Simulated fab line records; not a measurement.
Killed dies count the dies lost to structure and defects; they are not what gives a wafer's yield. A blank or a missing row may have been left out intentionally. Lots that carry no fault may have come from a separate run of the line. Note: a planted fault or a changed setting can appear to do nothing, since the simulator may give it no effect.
fab line records ; flow n5-finfet
[record] lots = 5; wafers = 13; last-day = 18
route steps=1938 shown MOL_CONTACT_COAG@624 BEOL_M0_SAQP@632 BEOL_M4@1111 PASSIVATION@1936
lots that met no fault: from a run of the same line without faults
start-h: hours from the record's opening day to when the first of the lot's shown wafers began ; wait-h: hours since the lot's step before ; " as in the row above ; L1.1+2: one row covering several wafers at once ; - no value, or no start given ; * or withheld: withheld ; < > ~ a bound
route shown NAME@n: a module of which the file shows steps, and the number in the route of the first ; usual: mean and standard deviation over wafers with no fault ; same: alike in all rows ; chamber/n: place in a boat ; sites: each site's reading ; _std_site: the values' standard deviation ; _edge_site: the outer-site mean with the inner-site mean subtracted ; radius-mm: for every site, how far away it sits from the centre of the wafer ; mask NAME#n: copy n ; behind: the tool/chamber that last shaped the wafer ; hold: why the lot was held/for how many hours/how that ended ; device: which transistor (n, p or np) failed to switch ; end of line: tests run on the same wafers once the route is complete ; step lacking rows: just its recipe ; killed: count of dies lost to structure and defects at first sort (not the wafer's yield) ; map: a wafer's dies, x killed, . not, _ none there
set.NAME: the run value of the setting; set.NAME@STEP: its run value at that earlier step ; model.NAME: the simulator's own value behind a step, which no gauge read
lots seen at some steps along the route; tables by step, rows by wafer
services: the hour from which a tool's chamber was out of use, counted from the record's first day as start-h (under 0 if before that day), plus the number of hours and why
[[steps]]
[step N5_MOL_CONTACT_COAG_CVD_140]
[recipe] material = W; target-thk-a = 665; mode = selective-fill; temp-c = 300; time-s = 215
[step N5_MOL_CONTACT_COAG_PRECLEAN_127]
[recipe] chemistry = DIW; time-s = 57.5; temp-c = 23
[step N5_MOL_CONTACT_COAG_SRD_128]
[recipe] dry-time-s = 32; dry = n2-spin; spin-rpm = 1500
[step N5_MOL_CONTACT_COAG_CMP_52]
[recipe] stop-on = SiO2; t-overpolish-s = 1.5; post-cmp-clean = w-dilute-nh4oh; down-force-psi = 4; platen-rpm = 50.289; pad-velocity-m-s = 1.0006; target-thk-nm = 66.5
[step N5_MOL_CONTACT_COAG_ANNEAL_112]
[recipe] temp-c = 400; time-s = 1800; ambient = HPD2; pressure-atm = 10
[step N5_BEOL_M0_SAQP_PECVD_00]
[recipe] material = SiCN; target-thk-a = 80; temp-c = withheld; precursor = 3MS/NH3; pressure-torr = 3; rf-w = 202; time-s = 14
[step N5_BEOL_M0_SAQP_ILD_DEP_01]
[recipe] material = SiOC; target-thk-a = 454.19; temp-c = 350; precursor = DEMS/O2; pressure-torr = 5; rf-w = 500; time-s = 8.7
[step N5_BEOL_M0_SAQP_HM_DEP_02]
[recipe] material = TiN; target-thk-a = 120; temp-c = 25; chamber-pressure-pa = 0.49996
[step N5_BEOL_M0_SAQP_PECVD_03]
[recipe] material = SiCN; target-thk-a = 120; temp-c = withheld; precursor = 3MS/NH3; pressure-torr = 3; rf-w = 202; time-s = 21.1
[step N5_BEOL_M0_SAQP_PECVD_96]
[recipe] material = a-Si; target-thk-a = 450; temp-c = 350; precursor = SiH4/He; pressure-torr = 3; rf-w = 100; time-s = 45.2
[usual] heater-power-w = 628/63; run-length-s = 81.4/0.54; showerhead-plenum-p-Torr = 5.70/0.076; throttle-valve-pct = 18.2/0.99
lot.wafer;tool;chamber;start-h;wait-h;heater-power-w;run-length-s;showerhead-plenum-p-Torr;since-wet-clean-h;throttle-valve-pct;model.a-Si_of_BEOL_M0_SAQP_PECVD_96.thk-nm
L608.2;pecvd-04;0;127.00;0.0;514;80.7;5.84;1012;18.4;44.6
L608.4;pecvd-04;0;127.00;0.0;527;80.9;5.82;-;18.5;45.4
L608.6;pecvd-04;1;127.00;0.0;632;81.0;5.71;-;20.5;45.2
L613.2;pecvd-04;1;179.02;0.0;642;81.0;5.69;1789;20.3;44.4
L613.3;pecvd-04;0;179.02;0.0;608;118.0;5.84;1064;18.6;81
L613.5;pecvd-04;0;179.02;0.0;605;81.7;5.84;-;18.5;45
L615.1;pecvd-04;0;221.94;0.0;613;117.5;5.81;1107;18.6;80.8
L615.5;pecvd-04;0;221.94;0.0;601;80.9;5.83;-;18.6;45.4
L617.1;pecvd-04;2;222.36;0.0;686;118.5;5.72;353;17.4;80
L617.6;pecvd-04;0;222.36;0.0;608;80.8;5.84;-;18.5;45.4
L620.2;pecvd-02;2;252.70;0.0;631;81.0;5.61;189;16.9;44.2
L620.3;pecvd-02;1;252.70;0.0;555;81.0;5.66;1682;17.7;44.6
L620.6;pecvd-02;0;252.70;0.0;512;80.1;5.78;-;18.1;45.2
[step N5_BEOL_M0_SAQP_PECVD_97]
[recipe] material = SiNx; target-thk-a = 230; temp-c = 350; precursor = SiH4/NH3/N2; pressure-torr = 1.5; rf-w = 300; time-s = 19.9
[step N5_BEOL_M0_SAQP_PECVD_04]
[recipe] material = a-Si; target-thk-a = 600; temp-c = 350; precursor = SiH4/He; pressure-torr = 3; rf-w = 100; time-s = 60.2
[step N5_BEOL_M0_SAQP_HM_DEP_111]
[recipe] material = SiO2; target-thk-a = 120; temp-c = 400; precursor = SiH4/N2O; pressure-torr = 0.75; rf-w = 275; time-s = 7.2
[step N5_BEOL_M0_SAQP_COAT_81]
[recipe] resist = SOC; temp-c = 250; time-s = 60; spin-rpm = 1500; resist-thk-nm = 100
[step N5_BEOL_M0_SAQP_COAT_82]
[recipe] resist = SiARC; temp-c = 220; time-s = 60; spin-rpm = 1500; resist-thk-nm = 30
[step N5_BEOL_M0_SAQP_COAT_08]
[recipe] resist = CAR-ArF; spin-rpm = 1500; resist-thk-nm = 90
[step N5_BEOL_M0_SAQP_EBR_10]
[recipe] solvent = PGMEA; ebr-width-mm = 1.5
[step N5_BEOL_M0_SAQP_SOFTBAKE_09]
[recipe] temp-c = 110; time-s = 60; resist = CAR-ArF
[step N5_BEOL_M0_SAQP_EXPOSE_11]
[recipe] mask-id = M0_CORE; na = 1.35; source-shape = dipole; sigma-inner = 0.538; sigma-outer = 0.738; polarization = te; target-cd-nm = 42; dose-mj = 55
[step N5_BEOL_M0_SAQP_PEB_12]
[recipe] peb-temp-c = withheld; peb-time-s = 60; resist = CAR-ArF
[step N5_BEOL_M0_SAQP_DEVELOP_13]
[recipe] develop-time-s = 30; developer = TMAH; resist = CAR-ArF; dev-temp-c = 23; rinse-liquid = diw; dry = air-spin
[step N5_BEOL_M0_SAQP_DESCUM_19]
[recipe] chemistry = O2; time-s = 7.9; source-power-w = 50; bias-power-w = 20; pressure-mtorr = 20; rf-frequency-hz = 2.712e+07; temp-c = 40; resist = CAR-ArF; o2-flow-sccm = 225
[step N5_BEOL_M0_SAQP_ETCH_83]
[recipe] chemistry = CF4; target = SiARC; target-depth-a = 390; mask-material = CAR-ArF; time-s = 65; ion-energy-ev = 80; pressure-mtorr = 40; source-w = 545; bias-w = 36; Ar_flow_sccm = 100; cf4-flow-sccm = 100; ends = cleared
[step N5_BEOL_M0_SAQP_ETCH_84]
[recipe] chemistry = N2/H2; target = SOC; target-depth-a = 1000; overetch-a = 200; mask-material = SiARC; temp-c = 40; time-s = 150; ion-energy-ev = 200; pressure-mtorr = 30; source-w = 840; bias-w = 150; n2-flow-sccm = 200; h2-flow-sccm = 200
[step N5_BEOL_M0_SAQP_STRIP_80]
[recipe] chemistry = N2/H2; temp-c = 40; n2-flow-sccm = 200; h2-flow-sccm = 200; rf-frequency-hz = 6e+07
[step N5_BEOL_M0_SAQP_HM_OPEN_112]
[recipe] chemistry = CHF3/O2; target = SiO2; stop-on = a-Si; target-depth-a = 120; over-etch-frac = 1.25; mask-material = SOC; time-s = 13.5; pressure-mtorr = 30; source-w = 650; bias-w = 170; Ar_flow_sccm = 200; CHF3_flow_sccm = 50; O2_flow_sccm = 5; ion-energy-ev = 200; ends = end-point
[step N5_BEOL_M0_SAQP_STRIP_113]
[recipe] chemistry = CHF3/O2; resist = SiARC; rf-frequency-hz = 6e+07
[step N5_BEOL_M0_SAQP_MANDREL_ETCH_20]
[recipe] target-depth-a = 600; chemistry = HBr/Cl2; target = a-Si; stop-on = SiNx; bt-time-s = 10; mask-material = SOC; over-etch-frac = 0.5; time-s = 30; pressure-mtorr = 10; icp-w = 800; bias-w = 75; HBr_flow_sccm = 150; Cl2_flow_sccm = 80; ends = end-point
[step N5_BEOL_M0_SAQP_STRIP_86]
[recipe] chemistry = N2/H2; power-w = 500; temp-c = 40; pressure-mtorr = 50; rf-frequency-hz = 6e+07; overash-fraction = 0.3; bias-power-w = 28; h2-frac = 0.5; n2-flow-sccm = 300; h2-flow-sccm = 300
[step N5_BEOL_M0_SAQP_STRIP_115]
[recipe] chemistry = post-etch-residue-remover; time-s = 60; temp-c = 25; remover-ph = withheld; remover-water-wt-pct = withheld; remover-fluoride-wt-pct = withheld
[step N5_BEOL_M0_SAQP_SRD_93]
[recipe] dry = ipa-marangoni; time-s = 30; temp-c = 23; rinse-liquid = diw
[step N5_BEOL_M0_SAQP_RECESS_114]
[recipe] chemistry = HF/NH3; target = SiO2; target-depth-a = 144; afs-cycles = 3; temp-c = 30; sublimation-temp-c = 180; sublimation-time-s = 60
[step N5_BEOL_M0_SAQP_SPACER1_ALD_98]
[recipe] material = SiO2; target-thk-a = 128; temp-c = 300; ald-precursor-family = BDEAS; ald-co-reactant = O2-plasma; pulse-time-s = 1; purge-time-s = 2; co-reactant-purge-time-s = 2; ald-cycles = 138; pressure-torr = 2
[step N5_BEOL_M0_SAQP_SPACER1_ETCHBACK_99]
[recipe] chemistry = CHF3/O2; mode = anisotropic-etchback; target = SiO2; target-depth-a = 154; time-s = 7.7; pressure-mtorr = 30; source-w = 650; bias-w = 170; Ar_flow_sccm = 200; CHF3_flow_sccm = 50; O2_flow_sccm = 5; ion-energy-ev = 200
[step N5_BEOL_M0_SAQP_MANDREL1_REMOVE_100]
[recipe] chemistry = HBr/Cl2/O2; bt-time-s = 10; target = a-Si; stop-on = SiNx; endpoint = OES-SiCl; over-etch-frac = 0.85; icp-w = 600; bias-w = 30; HBr_flow_sccm = 150; Cl2_flow_sccm = 80; O2_flow_sccm = 5; pressure-mtorr = 10
[step N5_BEOL_M0_SAQP_MANDREL_ETCH_103]
[recipe] chemistry = HBr/Cl2; target = a-Si; target-depth-a = 450; bt-time-s = 10; stop-on = SiCN; mask-material = SiO2; over-etch-frac = 0.8; time-s = 27; pressure-mtorr = 10; icp-w = 800; bias-w = 75; HBr_flow_sccm = 150; Cl2_flow_sccm = 80; ends = end-point
[usual] drypump-motor-current-A = 5.6/0.59; he-backside-leak-sccm = 2.7/0.33; oes-product-au = 0.678/0.012; throttle-valve-pct = 35.5/0.32
lot.wafer;tool;chamber;start-h;wait-h;drypump-motor-current-A;he-backside-leak-sccm;oes-product-au;rf-hours-counter-h;throttle-valve-pct;model.etch.depth-nm
L608.2;rie-si-05;1;129.70;0.0;5.0;2.9;0.678;8;35.9;44.51
L608.4;rie-si-05;3;129.70;0.0;6.1;2.3;0.679;68;35.6;45.34
L608.6;rie-si-05;2;129.70;0.0;5.2;2.9;0.662;-;35.0;45.24
L613.2;rie-si-05;0;182.57;0.0;5.7;3.1;0.675;0;35.5;44.32
L613.3;rie-si-05;1;182.57;0.0;5.0;2.8;0.991;9;35.2;81
L613.5;rie-si-05;2;182.57;0.0;5.2;3.0;0.664;-;35.1;45.09
L615.1;rie-si-03;0;224.53;0.0;5.1;2.4;1.000;108;34.8;80.84
L615.5;rie-si-03;3;224.53;0.0;4.7;2.8;0.679;-;36.0;45.43
L617.1;rie-si-03;3;226.89;0.0;4.7;2.9;0.986;1;35.3;79.94
L617.6;rie-si-03;1;226.89;0.0;6.3;2.6;0.684;-;35.6;45.33
L620.2;rie-si-06;3;257.47;0.0;5.5;2.6;0.675;16;35.7;44.18
L620.3;rie-si-06;0;257.47;0.0;5.0;3.1;0.695;22;35.4;44.65
L620.6;rie-si-06;0;257.47;0.0;5.0;3.1;0.696;-;35.4;45.18
[step N5_BEOL_M0_SAQP_SPACER2_ETCHBACK_27]
[recipe] chemistry = CHF3/O2; mode = anisotropic-etchback; target = SiO2; target-depth-a = 225; time-s = 11.25; pressure-mtorr = 30; source-w = 650; bias-w = 170; Ar_flow_sccm = 200; CHF3_flow_sccm = 50; O2_flow_sccm = 5; ion-energy-ev = 200
[usual] drypump-motor-current-A = 5.8/0.33; oes-product-au = 0.77/0.089; rf-vpp-V = 523/4; showerhead-plenum-p-Torr = 2.40/0.073; throttle-valve-pct = 18.97/0.19
lot.wafer;tool;chamber;start-h;wait-h;drypump-motor-current-A;oes-product-au;rf-hours-counter-h;rf-vpp-V;showerhead-plenum-p-Torr;throttle-valve-pct;model.a-Si_of_BEOL_M0_SAQP_PECVD_96.thk-nm
L608.2;rie-diel-02;2;132.10;0.4;6.1;0.88;49;523;2.36;18.89;42.4
L608.4;rie-diel-02;0;132.10;0.4;4.8;0.68;240;524;2.46;19.16;43.2
L608.6;rie-diel-02;1;132.10;0.4;5.6;0.76;-;520;2.31;19.09;43.2
L613.2;rie-diel-03;2;183.96;0.3;5.7;0.69;210;524;2.30;19.07;42.2
L613.3;rie-diel-03;0;183.96;0.3;5.9;0.63;96;525;2.52;18.88;78.8
L613.5;rie-diel-03;2;183.96;0.3;5.7;0.69;-;526;2.30;19.07;43
L615.1;rie-diel-02;0;229.59;0.3;4.8;0.76;5;522;2.46;18.71;78.6
L615.5;rie-diel-02;0;229.59;0.3;4.8;1.00;-;524;2.46;18.78;43.2
L617.1;rie-diel-05;0;230.89;0.3;5.8;0.54;220;520;2.38;18.72;77.8
L617.6;rie-diel-05;2;230.89;0.3;6.2;0.93;-;525;2.37;18.86;43.2
L620.2;rie-diel-05;2;262.74;0.3;6.2;0.90;25;525;2.36;18.89;42
L620.3;rie-diel-05;1;262.74;0.3;5.4;0.88;51;528;2.45;18.64;42.4
L620.6;rie-diel-05;2;262.74;0.3;6.2;0.92;-;524;2.36;18.90;43
[step N5_BEOL_M0_SAQP_INSPECT_42]
[recipe] mode = adi; inspect-instrument = brightfield
[usual] raw-defect-count = 286/82
lot.wafer;tool;chamber;start-h;wait-h;raw-defect-count
L608.2;defect-inspect-02;-;132.82;0.0;259
L608.4;defect-inspect-02;-;132.82;0.0;274
L608.6;defect-inspect-02;-;132.82;0.0;270
L613.2;defect-inspect-01;-;211.68;0.0;244
L613.3;defect-inspect-01;-;211.68;0.0;1114
L613.5;defect-inspect-01;-;211.68;0.0;183
L615.1;defect-inspect-02;-;230.19;0.1;1242
L615.5;defect-inspect-02;-;230.19;0.1;418
L617.1;defect-inspect-01;-;231.51;0.1;1207
L617.6;defect-inspect-01;-;231.51;0.1;265
L620.2;defect-inspect-01;-;263.33;0.0;236
L620.3;defect-inspect-01;-;263.33;0.0;282
L620.6;defect-inspect-01;-;263.33;0.0;300
[step N5_BEOL_M4_RC_MEAS_101]
[usual] DIBL_N = 36.5/1.2; DIBL_P = 36.5/1.6; IOFF_N = 0.162/0.023; IOFF_P = 0.221/0.03; ION_N = 678/8; ION_P = 466/6.3; SS_N = 71.6/0.46; SS_P = 73.3/0.57; VT_N = 249.2/2.6; VT_P = -249/3.3
lot.wafer;tool;chamber;start-h;wait-h;DIBL_N[mV/V];DIBL_P[mV/V];IOFF_N[nA/um];IOFF_P[nA/um];ION_N[uA/um];ION_P[uA/um];SS_N[mV/dec];SS_P[mV/dec];VT_N[mV];VT_P[mV]
L608.2;prober-02;0;241.81;0.2;36.1;37.7;0.176;0.214;678;462;71.6;73.2;246.9;-251
L608.4;prober-02;0;241.81;0.2;36.2;38.1;0.173;0.215;675;465;71.0;73.8;247.8;-251
L608.6;prober-02;0;241.81;0.2;37.6;39.6;0.207;0.251;683;460;71.3;74.2;245.9;-246
L613.2;prober-02;0;265.45;0.2;35.8;33.9;0.134;0.179;674;459;70.8;72.8;249.3;-253
L613.3;prober-02;0;265.45;0.2;37.2;36.5;0.172;0.213;681;462;72.0;73.1;245.3;-249
L613.5;prober-02;0;265.45;0.2;37.3;36.1;0.162;0.206;673;461;71.6;72.7;249.4;-252
L615.1;prober-02;0;287.61;0.0;37.1;37.3;0.189;0.216;674;457;72.2;74.2;248.0;-252
L615.5;prober-02;0;287.61;0.0;36.5;36.4;0.179;0.199;675;457;72.6;74.2;248.9;-252
L617.1;prober-01;0;290.47;0.0;36.9;37.2;0.184;0.238;687;470;71.5;73.6;249.1;-247
L617.6;prober-01;0;290.47;0.0;37.4;38.2;0.184;0.259;684;472;72.3;74.2;250.2;-246
L620.2;prober-02;0;320.44;0.2;34.9;36.5;0.133;0.208;674;470;71.5;74.0;253.0;-247
L620.3;prober-02;0;320.44;0.2;34.6;36.6;0.132;0.221;677;472;71.0;73.5;251.1;-246
L620.6;prober-02;0;320.44;0.2;34.5;35.4;0.123;0.193;672;466;72.4;73.1;255.7;-250
[step N5_PASSIVATION_PROBE_49]
[usual] defect-limited-yield = 91.2/1.3; killed_at_M0_to_M3 = 34/9.2; killed_at_M4_up = 14/5; killed-at-contacts = 13/6.7; killed-at-front-end = 39/12; killed-at-other = 4/3.3; killed-dies = 104/15; killed-on-rim = 14/3.7; killed-open = 68/12; killed-short = 34/7.5; sort_bin_5_function = 5.2/0.87; sort_bin_6_memory = 3.3/0.63; sort-n-pass = 1076/15; sort-yield-pct = 91.2/1.3
[same] gross-dies = 1180; killed-at-back-side = 0; sort_bin_4_leakage[%] = 0; sort_bin_8_speed[%] = 0
lot.wafer;tool;chamber;start-h;wait-h;defect-limited-yield[%];killed_at_M0_to_M3;killed_at_M4_up;killed-at-contacts;killed-at-front-end;killed-at-other;killed-dies;killed-on-rim;killed-open;killed-short;sort_bin_5_function[%];sort_bin_6_memory[%];sort-n-pass;sort-yield-pct[%]
L613.3;prober-02;-;369.65;0.1;60.2;411;19;12;24;4;470;30;64;29;37.1;2.3;710;60.2
L615.1;prober-02;-;385.14;0.0;60.8;384;20;7;51;1;463;85;86;29;34.7;4.1;717;60.8
L617.1;prober-02;-;397.02;0.0;57.4;405;21;22;53;2;503;74;93;36;38.3;4.2;677;57.4
// killed by level:class
L613.3 BEOL_M0_SAQP:area-etch=375 BEOL_M4:geometric-particle:open=11 MOL_CONTACT_COAG:geometric-particle:open=10 FIN_SAQP:geometric-particle:short=7 BEOL_M0_SAQP:geometric-particle:open=7 BEOL_M2:geometric-particle:open=7 BEOL_M3:geometric-particle:open=7 BEOL_M0_SAQP:geometric-particle:short=6
L615.1 BEOL_M0_SAQP:area-etch=347 FIN_SAQP:geometric-particle:open=19 BEOL_M4:geometric-particle:open=12 BEOL_M2:geometric-particle:open=8 MOL_CONTACT_COAG:geometric-particle:open=6 BEOL_M3:geometric-particle:open=6 STI_FIN_REVEAL:geometric-particle:open=5 GATE_CUT:geometric-particle:short=5
L617.1 BEOL_M0_SAQP:area-etch=371 STI_FIN_REVEAL:geometric-particle:open=20 MOL_CONTACT_COAG:geometric-particle:open=20 FIN_SAQP:geometric-particle:short=10 BEOL_M1:geometric-particle:open=8 BEOL_M0_SAQP:geometric-particle:short=6 BEOL_M0_SAQP:geometric-particle:open=6 DUMMY_GATE:geometric-particle:open=5
// map L613.3 (x killed, . not)
_________________x..xxxx.....________________
______________xxx.xx.x.....x..x._____________
___________.......xx.x.x...........__________
__________xx...xx...xxx..x.........._________
________xxx....x.x.xx.xxx.....x...x..._______
_______.......x.x.xxxx.xxxxx...........______
______x....x....xxxxx...xxxxxxx...x....._____
_____....x....x...x.xxxxxxxxxxxxx.x......____
____.....x...x.x..x..xxxx..xxxxx.xx..x....___
___x....x.x..xxx.xxx.xx.x.x.x.x.x.....x.x..__
___.x...x.x.x.x..x...x..xxxxxx.xx.x........__
__......x..xxx.x.x.x.x.x..x.x..x....x......._
__x.....xx.xxxxxxxx......xx.xx.x.........x.._
_..x...x.xxxxxxxxx.x...xx...xxxx......xx.....
_.......x.xxxxxxxx.........x..x..x.......xx..
_......xxxxxxxxxx.......xxxxx.x.x........x..x
_...x.xxxxxxx.x.xxxx.xxx.x.xx.xx.......xx....
_..x.xx.xxx.xx.xxx..xxxxxxxxxxxxxx...x.......
_x..x.x.xx.xxxxx.x...x.x.xxxxxx.x.x..........
_..xxxxxx.x..xx.x.x....xx.xxxxxxxx...........
_xx..x.x.xx..xx.xx.x.xx.xxx.xxxxxxx....x..x..
__.xxx.xx.xxxx....xxx..x.xxxxxxxx.x.x......._
__.xx..xx.xx....x.x.x.....xxxxxxxxx....x...._
___.x.xxx.x..xxx.x.xx.xx..xx.xxx.xxxxx.....__
___xx.................x.xx.xx..............__
____..x..xxxxx...x..xx..xx...x.....x.x.x..___
_____..xx.xx.x.x.x.x....x.x....xx...x....____
______.xxxxxxx..xx.x....xxx...x........._____
_______..x..x..........................______
________......xxx.....xxx..x..x......._______
__________.....x...xx..xx....x......_________
___________........x.xx.....x...x..__________
______________.x...x..x........._____________
_________________....x.x.x...________________
// map L615.1 (x killed, . not)
_________________.x.x.xxx.x..________________
______________xxxxxxxx..xx.x.x.._____________
___________.xxxx.xx.....xxx.xx..xx.__________
__________x.xxxxx............x.x...x_________
________.xxxxx..xxx....x..x.....xxxx.._______
_______..x.x.xxx.x........x........x...______
______x..x...x....xx............x..x...._____
_____......x....xx.........x.....x.......____
____.........x.......x.......x..x.x...x...___
___..x.x..x.xxx.x..x...xx..xx.x..x.x...x.xx__
___...xx....xx..x.x..x...........x..xx.xxxx__
__.xx..........xx...x.xx....x...xx.x..xxxxx._
__.................x..x.......xx..x.xxxxxxxx_
_.........x..xx...xxx.x..x.....xxx..xx...x.x.
_....x.....x...x.xxxxxx..x.......x.xxx......x
_................x.....x.....x....xxxxx...x..
_.x.....x..x.....x..x.x...x....x......x......
_.....x.............x....xx..xx.......x..x.x.
_......xx....x....xx..xxxx..........xx.x...x.
_xxxx.....x..x..x..xx..xx..x.....xx..xx.x.xxx
_xxxxx..xxx..x......x..xx....xx..x.x....x..xx
__xxx....x...x.....x.x..x....xx...x..xxx...x_
__xxxxx..x...x.x....xx......xx...x....x.x.xx_
___xx.x.xx..x....x.xx...x..x.xxxx.x...x.x..__
___xxxxxx.xxxxx.x.x.x.....x.xx.x..xx.xx....__
____xxxxxxx....x.....x.....xx.....xx...xx.___
_____xxxxx.xxx..x.xxx......x.x.x...x...x.____
______xxxxxxxxxx..x.x.....x.....xxxx.x.x_____
_______xxxxxxxxx.x.x.x...x.....x...xxx.______
________xxxx.xxxxx..xxx.x.x.xxxx.xxxxx_______
__________xxxxxx.xx..xxxx..xxx..xxxx_________
___________xxxxxxxx.xxx...x..x.xxxx__________
______________xxxxxxxx.......x.._____________
_________________xxxx....x...________________
[[services]]
tool;chamber;start-h;hours;kind
rie-diel-02;1;107.68;15.5;repair
rie-diel-02;2;107.69;2.9;repair
rie-si-03;-;109.49;0.4;repair
pecvd-02;1;133.62;50.0;repair
pecvd-04;0;137.29;5.8;repair
rie-diel-02;-;151.09;15.6;pm
pecvd-04;2;151.83;10.6;repair
rie-diel-05;-;153.22;28.1;pm
pecvd-02;0;169.29;4.4;repair
rie-si-06;2;177.57;1.4;repair
rie-diel-05;3;189.24;1.3;repair
rie-diel-05;-;207.38;2.6;repair
rie-diel-05;1;213.83;14.7;repair
rie-si-03;2;217.56;15.9;repair
rie-diel-05;-;217.62;0.7;repair
pecvd-02;-;223.04;0.3;repair
rie-diel-05;3;227.96;6.0;repair
rie-diel-05;1;229.85;2.6;repair
rie-si-05;0;238.69;2.3;repair
rie-diel-02;-;241.35;2.8;pm
rie-diel-05;0;249.90;1.2;repair
rie-diel-02;3;250.98;4.4;repair
rie-diel-03;3;251.86;6.5;repair
pecvd-02;-;261.64;0.5;repair
[[key]]
[first-sign] step = N5_BEOL_M0_SAQP_PECVD_96; reading = run-length-s; direction = up; sigmas = 68; usual = *; struck = *
[effect] step = N5_BEOL_M0_SAQP_MANDREL_ETCH_103; reading = oes-product-au; direction = up; sigmas = 25; usual = 0.678; struck = 0.992
[effect] step = N5_BEOL_M0_SAQP_INSPECT_42; reading = raw-defect-count; direction = up; sigmas = 11; usual = 286; struck = 1188
[effect] step = N5_PASSIVATION_PROBE_49; reading = killed_at_M0_to_M3; direction = up; sigmas = 40; usual = 34; struck = 400
[model-effect] step = N5_BEOL_M0_SAQP_PECVD_96; value = a-Si_of_BEOL_M0_SAQP_PECVD_96.thk-nm; without = 44.33; struck = 80.6
[model-effect] step = N5_BEOL_M0_SAQP_MANDREL_ETCH_103; value = etch.depth-nm; without = 44.34; struck = 80.59
[model-effect] step = N5_BEOL_M0_SAQP_SPACER2_ETCHBACK_27; value = a-Si_of_BEOL_M0_SAQP_PECVD_96.thk-nm; without = 42.2; struck = 78.4
[more-kills-born-at] N5_BEOL_M0_SAQP_MANDREL_ETCH_103@rie-si-03 = 718; N5_BEOL_M0_SAQP_MANDREL_ETCH_103@rie-si-05 = 375
met-at N5_BEOL_M0_SAQP_PECVD_96
struck-wafers L613.3,L615.1,L617.1
onset-between 127.00 179.02
[fault] kind = process-parameter-drift; tool = pecvd-04; chamber = -; onset-h = 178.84; steps = N5_BEOL_M0_SAQP_PECVD_96; channel = time-s; offset = *; shape = step; end-h = 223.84; scope = struck-wafers-only; acts-in = *; stated = *
